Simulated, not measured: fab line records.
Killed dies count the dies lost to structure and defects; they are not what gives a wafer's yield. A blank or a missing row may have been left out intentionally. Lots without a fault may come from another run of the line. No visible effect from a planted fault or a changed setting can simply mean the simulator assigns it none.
Split-lot trial    flow n5-finfet    7 lots, 21 wafers read, on a route of 1938 steps

== SPLIT DETAILS ==
At N5_SD_ACTIVATION_LSA_01 (time 0.0008 s), the setting temp-c was moved away from the recipe's 1080 C on 11 of the 21 wafers read, by -2.9% to +2.0%. The other wafers ran this setting at the recipe's value.

Between the split and the reading, the file records no step.

== THE READING ==
RS_SD_N in ohm/sq, measured at N5_SD_ACTIVATION_RS_MEAS_03 by four-point-probe. On this fab line, fault-free wafers typically give 21.86 ohm/sq with a standard deviation of 0.23 ohm/sq.

wafer   tool, chamber at the split  temp-c as run, C  against the recipe  RS_SD_N, ohm/sq  against lot-mates on the recipe
L077.1  laser-anneal-01, 0          1080              recipe              21.94            -
L077.2  laser-anneal-01, 0          1058              -2.0%               24.21            +2.27
L077.6  laser-anneal-01, 0          1058              -2.0%               24.53            +2.59
L080.1  laser-anneal-01, 0          1080              recipe              21.66            -
L080.3  laser-anneal-01, 0          1094              +1.3%               20.75            -0.91
L080.4  laser-anneal-01, 0          1094              +1.3%               20.81            -0.85
L081.1  laser-anneal-02, 0          1080              recipe              22.02            -
L081.4  laser-anneal-02, 0          1054              -2.4%               24.49            +2.47
L081.6  laser-anneal-02, 0          1054              -2.4%               24.79            +2.77
L086.1  laser-anneal-01, 0          1053              -2.5%               24.74            +2.73
L086.3  laser-anneal-01, 0          1080              recipe              21.89            -
L086.5  laser-anneal-01, 0          1080              recipe              22.13            -
L090.2  laser-anneal-01, 0          1080              recipe              21.62            -
L090.3  laser-anneal-01, 0          1049              -2.9%               25.15            +3.53
L090.5  laser-anneal-01, 0          1049              -2.9%               25.16            +3.54
L092.2  laser-anneal-01, 0          1102              +2.0%               19.37            -2.57
L092.4  laser-anneal-01, 0          1102              +2.0%               19.58            -2.36
L092.6  laser-anneal-01, 0          1080              recipe              21.94            -
L096.1  laser-anneal-01, 0          1080              recipe              22.37            -
L096.2  laser-anneal-01, 0          1080              recipe              21.47            -
L096.6  laser-anneal-01, 0          1080              recipe              21.87            -

THE FIT
A straight line over all 21 wafers: RS_SD_N changes by -1.13 ohm/sq for each +1% of temp-c; r = -0.99; the points scatter about the line by 0.23 ohm/sq.
The same after taking each lot's own level away (the mean of its wafers on the recipe; 21 wafers): -1.13 ohm/sq for each +1%; r = -0.99; scatter 0.27 ohm/sq.
On that fit, the largest move of temp-c shifts the reading by 3.2 ohm/sq.
Across the lots, their own levels run from 21.620 to 22.020 ohm/sq, a range of 1.7 times the standard deviation given above.
The two slopes agree, so the slope changes little with the lot-to-lot level.
Check: for one of the wafers moved furthest among these (-2.9%), held out of the fit, the line's prediction against its lot-mates is +3.26 ohm/sq. Against them it came out at +3.53 ohm/sq.
Tool readings at the split's step, against how far the setting was moved: wafer_temp_C_max r = +1.00.

== ADDITIONAL SPLITS CARRIED BY THESE WAFERS ==
Note: prior to the reading, these wafers also went through further splits. Each is held against what the fit with the lots' levels taken away leaves over:
other split on the same wafers        wafers away from the commonest value  r with RS_SD_N (lot level and that fit taken away)
N5_SD_EPI_P_EPI_21 epi-growth-time-s  7                                     -0.12

== THE WHOLE CHAIN: every reading that the file lists as answering this split, in the file's order ==
step                         what it does                  reading           change (the file's fit)               r (the file's)
N5_SD_ACTIVATION_LSA_01      time 0.0008 s                 wafer_temp_C_max  withheld for each +1% of the setting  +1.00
N5_SD_ACTIVATION_RS_MEAS_03  measures by four-point-probe  RS_SD_N           -1.14 for each +1% of the setting     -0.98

== THE FILE'S OWN FIT ==
RS_SD_N changes by -1.14 ohm/sq for each +1% of temp-c, r = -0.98.
